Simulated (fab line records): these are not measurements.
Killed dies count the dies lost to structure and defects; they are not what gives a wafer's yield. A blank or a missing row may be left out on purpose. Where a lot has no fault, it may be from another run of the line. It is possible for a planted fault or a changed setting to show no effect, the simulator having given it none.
Code-filled problem report in 8D (eight disciplines) form    flow n5 finfet    the parts of the form that need people (team, actions taken, sign-off) are left out

1. THE PROBLEM
Mean of plate temp C at N5_BEOL_M12_COAT_66: 230.14 C across 6 wafers in 2 lots; on wafers with no fault it is 220.01 C (standard deviation 0.17). That is +60 standard deviations from the usual mean.
The step: time 60 s, resist thk 110 nm.
Earliest sighting: wafer L979.1 on litho track-05 at day 15 03:02. The record has a number at this step for 36 wafers belonging to 13 lots. Rule for "out", or "out of limits": more than 4 standard deviations from the usual mean. The other wafers with a number count as sound.

2. WHAT IT IS; WHAT IT IS NOT
question                     is                                  is not
which readings at this step  plate temp C, heater power total W  -
which lots                   L979, L981                          L966, L967, L969, L970, L973, L974, L977, L978, L980, L987, L988
which wafers of those lots   all that have a number              -
read on which tools          litho track-05                      litho track-03, litho track-04
when                         from day 15 03:02                   up to then (21 sound wafers); but 9 sound wafers of L978, L987, L988 came after

3. THE SUSPECTS, EACH WITH WHAT RULES IT OUT
Counting: any tool at a process step up to the reading is kept as a suspect provided that every lot that is out went through it and no sound lot did after the first of them.
- litho track-05 at N5_BEOL_M12_COAT_66 (time 60 s, resist thk 110 nm): kept. It ran every lot that is out, first L979 (day 15 03:02), and no sound lot after that; its last sound lot up to then is L977 (day 13 20:52). Out on those wafers are its own readings of heater power total W, plate temp C.
Remaining after the count: litho track-05 at N5_BEOL_M12_COAT_66.

4. THE CAUSE (what the simulator had put in)
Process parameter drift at N5_BEOL_M12_COAT_66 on litho track-05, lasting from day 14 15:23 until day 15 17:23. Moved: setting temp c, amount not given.
The count eliminated every tool but this one.

5. THE CHAIN OF EFFECTS, in route order
One row per reading whose mean, taken over the struck wafers that have a number, lies over 3 standard deviations from the usual. Only readings whose record carries a usual standard deviation are examined. hours: median over the lots of the time between each lot's start at the first step of this table that gives one and its start at this step. sigmas: the change, counted in usual standard deviations.
hours  step                 reading               usual     on struck wafers  change  sigmas
0      N5_BEOL_M12_COAT_66  heater power total W  427.7 W   452.0             +24.3   +12
0      N5_BEOL_M12_COAT_66  plate temp C          220.01 C  230.14            +10.13  +60
It contains these process steps:
- N5_BEOL_M12_COAT_66: time 60 s, resist thk 110 nm.
Later measuring or inspecting steps at which every struck wafer that the step has a row for has a number for every such reading, and none has moved that far: N5_BEOL_M12_OVL_MEAS_29.

6. WHAT WOULD HAVE CAUGHT IT SOONER
In this record the first reading out of limits was taken at day 15 03:02, 12 hours after the fault began at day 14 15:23.
